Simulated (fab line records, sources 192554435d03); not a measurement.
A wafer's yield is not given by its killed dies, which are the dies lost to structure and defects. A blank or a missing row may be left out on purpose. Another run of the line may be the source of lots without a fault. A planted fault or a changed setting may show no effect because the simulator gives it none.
Comparing a struck lot with a sound one	flow n5 finfet	15 out of 1938 route steps
Sound: wafers L337.1, L337.5, L337.6. Struck: wafer L342.5 (L342.1, L342.3, from the same lot, were not struck and are left out); the cause is given at the end.
At each step with rows: each side's tool, then ch and its chambers, then its first start. Under that, the readings that differ: sound wafers	struck wafers	difference of the means	sigmas: that difference in standard deviations of wafers without a fault.
alike: same words and numbers on both sides, and readings whose means sit less than 2 such deviations apart. not compared: any withheld reading, any reading some wafer has no value for, any bound like >300 that may hide the same value, and any number with overlapping values for which the record gives no deviation.
A row with sigmas, a row that says differs or no value, or rows on one side alone: a step with any of these is where the two part. Numbers that don't overlap but have no deviation are shown without sigmas and don't part them. Lack of a reading on every wafer of one side parts them only where that side has two or more wafers.

N5_BEOL_M8_OVL_MEAS_29:
  sound on overlay-01 ch 0, day 10 15:03; struck on overlay-01 ch 0, day 12 15:16
  alike: V7_OVL
N5_BEOL_M8_INSPECT_30: inspects for defects (brightfield).
  struck on defect inspect-01, day 12 15:19; sound on defect inspect-01, day 10 15:07
reading	sound	struck	difference	sigmas
raw defect count	293 308 274	496	+204	+2
N5_BEOL_M8_DESCUM_33: chemistry O2, time 7 s.
  sound on rie diel-06 ch 1,2, day 10 15:09; struck on rie diel-01 ch 2, day 12 15:22
reading	sound	struck	difference	sigmas
oes product au (a.u.)	0.69 0.69 0.80	0.96	+0.23	+3
  alike: drypump motor current A, rf vpp V, showerhead plenum p Torr, temp c, throttle valve pct
  not compared: rf hours counter h
N5_BEOL_M8_ETCH_72: etches underlayer in N2/H2, target depth 6.5 nm, time 5.2 s.
  sound on rie diel-06 ch 1,2, day 10 15:11; struck on rie diel-01 ch 2, day 12 15:23
reading	sound	struck	difference	sigmas
oes product au (a.u.)	0.60 0.59 0.70	0.80	+0.17	+2
  alike: drypump motor current A, etch rf on time s, rf vpp V, showerhead plenum p Torr, throttle valve pct
  not compared: rf hours counter h
N5_BEOL_M8_ETCH_65: etches SiARC in CF4, target depth 15.6 nm, time 26 s.
  sound on rie diel-06 ch 1,2, day 10 15:12; struck on rie diel-01 ch 2, day 12 15:25
reading	sound	struck	difference	sigmas
oes product au (a.u.)	0.60 0.60 0.68	0.78	+0.15	+2
  alike: drypump motor current A, etch rf on time s, mfc ar sccm, rf vpp V, showerhead plenum p Torr, throttle valve pct
  not compared: rf hours counter h
then, 3 steps without rows for these wafers: N5_BEOL_M8_ETCH_66 (etches SOC in N2/H2, target depth 80 nm, overetch 16 nm, time 120 s); N5_BEOL_M8_STRIP_69 (strips in N2/H2); N5_BEOL_M8_STRIP_73 (strips in N2/H2).
N5_BEOL_M8_VIA_ETCH_34: etches SiCOH lowk in C4F6/O2, target depth 125.5 nm, time 50.5 s.
  sound on rie diel-06 ch 1,2, day 10 15:20; struck on rie diel-01 ch 2, day 12 15:32
reading	sound	struck	difference	sigmas
oes_o_777_au (a.u.)	0.70 0.70 0.79	0.91	+0.18	+3
oes product au (a.u.)	0.70 0.69 0.80	0.93	+0.20	+2
  alike: drypump motor current A, mfc ar sccm, rf vpp V, showerhead plenum p Torr, throttle valve pct
  not compared: rf hours counter h
then, 1 step without rows for these wafers: N5_BEOL_M8_STRIP_76 (strips in C4F6/O2).
N5_BEOL_M8_STRIP_36: strips in N2/H2.
  sound on rie diel-06 ch 1,2, day 10 15:23; struck on rie diel-01 ch 2, day 12 15:35
reading	sound	struck	difference	sigmas
oes product au (a.u.)	0.69 0.69 0.79	0.94	+0.22	+3
  alike: drypump motor current A, power w, rf vpp V, showerhead plenum p Torr, temp c, throttle valve pct
  not compared: rf hours counter h
then, 1 step without rows for these wafers: N5_BEOL_M8_TRENCH_ETCH_37 (etches SiCOH lowk in C4F6/O2, target depth 93.478 nm, time 31.2 s).
N5_BEOL_M8_ETCH_41: etches SiCN in CH3F/O2, target depth 31.9 nm, time 57.8 s.
  sound on rie diel-06 ch 1,2, day 10 15:27; struck on rie diel-01 ch 2, day 12 15:40
reading	sound	struck	difference	sigmas
model.etch.depth nm (nm)	21.51 21.5 22.1	17.01	-4.69	
  alike: drypump motor current A, mfc ar sccm, oes product au, rf vpp V, showerhead plenum p Torr, throttle valve pct
  not compared: rf hours counter h
then, 1 step without rows for these wafers: N5_BEOL_M8_STRIP_80 (strips in N2/H2, time 10 s).
N5_PASSIVATION_PROBE_49:
  the record has rows for the sound wafers here (prober-02, day 13 15:26) and none for the struck ones

WHERE THEY PART
Last at N5_PASSIVATION_PROBE_49 as far as this record goes, first at N5_BEOL_M8_INSPECT_30.

WHY: the cause the simulator had injected
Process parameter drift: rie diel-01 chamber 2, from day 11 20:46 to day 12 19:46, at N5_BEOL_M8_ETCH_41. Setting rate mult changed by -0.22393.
